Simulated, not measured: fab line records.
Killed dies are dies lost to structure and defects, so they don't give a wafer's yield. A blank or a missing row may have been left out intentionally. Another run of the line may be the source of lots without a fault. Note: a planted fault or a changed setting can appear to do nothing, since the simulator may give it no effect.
Shared-tool check	flow nand-harc	12 lots and 36 wafers in the sample

REASON IT WAS OPENED
On 2 of the 12 lots, a flag is raised at NHARC_A_ONON_D1_THK_MEAS_21 on the reading thk-nm. Wafers without a fault read 1001 nm, standard deviation 11.
Rule: flag the lot when none of its wafers has a number, or when each of its wafers that has one lies beyond 4 standard deviations from that mean. The other lots count as sound.

lot	measured	on	thk-nm (nm), wafer by wafer	flag
L706	day 9 05:26	film-metro-01	1006 1004 1009	
L707	day 9 10:31	film-metro-01	1000 1000 1000	
L709	day 10 07:58	film-metro-02	1254 1255 1255	FLAGGED
L710	day 10 14:11	film-metro-02	1274 1275 1274	FLAGGED
L715	day 12 15:46	film-metro-02	1006 1006 1005	
L717	day 13 11:49	film-metro-02	980 980 983	
L718	day 14 10:32	film-metro-01	1010 1009 1005	
L719	day 14 10:40	film-metro-02	993 993 994	
L721	day 14 21:10	film-metro-02	1011 1014 1013	
L723	day 16 06:50	film-metro-02	1022 1021 1022	
L724	day 16 16:07	film-metro-01	996 995 995	
L725	day 17 04:11	film-metro-02	993 991 992	
The numbers of the flagged lots are 1264 nm on average: +264 nm against the usual, or +24 standard deviations.

EACH LOT AND THE TOOL IT RAN ON
2 process steps preceding the reading are held in the record, out of 1302 steps in the route. Every cell lists first the tool, next ch and the chambers used by the sampled wafers, and last the start.
lot	flag	NHARC_A_ZERO_WELL_RTA_16	NHARC_A_ONON_D1_DEP_19
L706		rtp-anneal-02 ch 0, day 7 19:09	pecvd-onon-04 ch 0, day 9 04:59
L707		rtp-anneal-02 ch 0, day 8 00:59	pecvd-onon-03 ch 0, day 9 10:10
L709	FLAGGED	rtp-anneal-02 ch 0, day 8 21:15	pecvd-onon-04 ch 0, day 10 07:27
L710	FLAGGED	rtp-anneal-02 ch 0, day 9 05:01	pecvd-onon-04 ch 0, day 10 13:44
L715		rtp-anneal-02 ch 0, day 11 06:44	pecvd-onon-03 ch 0, day 12 15:19
L717		rtp-anneal-02 ch 0, day 12 04:32	pecvd-onon-03 ch 0, day 13 11:26
L718		rtp-anneal-02 ch 0, day 12 22:09	pecvd-onon-02 ch 0, day 14 10:08
L719		rtp-anneal-01 ch 0, day 12 23:20	pecvd-onon-03 ch 0, day 14 10:09
L721		rtp-anneal-01 ch 0, day 13 14:04	pecvd-onon-03 ch 0, day 14 20:46
L723		rtp-anneal-02 ch 0, day 15 00:42	pecvd-onon-04 ch 0, day 16 06:30
L724		rtp-anneal-02 ch 0, day 15 05:24	pecvd-onon-03 ch 0, day 16 15:36
L725		rtp-anneal-01 ch 0, day 15 17:32	pecvd-onon-04 ch 0, day 17 03:44
These steps, and what they do:
- NHARC_A_ZERO_WELL_RTA_16: time 10 s.
- NHARC_A_ONON_D1_DEP_19: target thk 1000 nm.
- NHARC_A_ONON_D1_THK_MEAS_21: measures by ellipsometry.

FLAGGED AGAINST TOTAL, ONE TOOL AT A TIME (gauges that did the reading follow at the end)
step	tool	lots run	flagged	share of the flagged lots	sound lots run after its first flagged lot
NHARC_A_ZERO_WELL_RTA_16	rtp-anneal-01	3	0	none	-
NHARC_A_ZERO_WELL_RTA_16	rtp-anneal-02	9	2	all	5 (L715,L717,L718,L723,L724)
NHARC_A_ONON_D1_DEP_19	pecvd-onon-02	1	0	none	-
NHARC_A_ONON_D1_DEP_19	pecvd-onon-03	6	0	none	-
NHARC_A_ONON_D1_DEP_19	pecvd-onon-04	5	2	all	2 (L723,L725)
NHARC_A_ONON_D1_THK_MEAS_21	film-metro-01	4	0	none	-
NHARC_A_ONON_D1_THK_MEAS_21	film-metro-02	8	2	all	6 (L715,L717,L719,L721,L723,L725)

WHAT THE TABLE ALLOWS
All flagged lots were run by 3 table rows, namely rtp-anneal-02 at NHARC_A_ZERO_WELL_RTA_16, pecvd-onon-04 at NHARC_A_ONON_D1_DEP_19, film-metro-02 at NHARC_A_ONON_D1_THK_MEAS_21.
- rtp-anneal-02 at NHARC_A_ZERO_WELL_RTA_16 ran 9 lots, 2 of them flagged. Sound lots followed the first flagged one (L715, L717, L718, L723, L724) on it, something a lasting fault affecting the whole tool could not allow.
- pecvd-onon-04 at NHARC_A_ONON_D1_DEP_19 ran 5 lots, 2 of them flagged. Sound lots followed the first flagged one (L723, L725) on it, something a lasting fault affecting the whole tool could not allow.
- film-metro-02 at NHARC_A_ONON_D1_THK_MEAS_21 ran 8 lots, 2 of them flagged. Sound lots followed the first flagged one (L715, L717, L719, L721, L723, L725) on it, something a lasting fault affecting the whole tool could not allow.
None of the table's rows ran every flagged lot and, after the first, no sound lot.

WHAT THE SIMULATOR PUT IN
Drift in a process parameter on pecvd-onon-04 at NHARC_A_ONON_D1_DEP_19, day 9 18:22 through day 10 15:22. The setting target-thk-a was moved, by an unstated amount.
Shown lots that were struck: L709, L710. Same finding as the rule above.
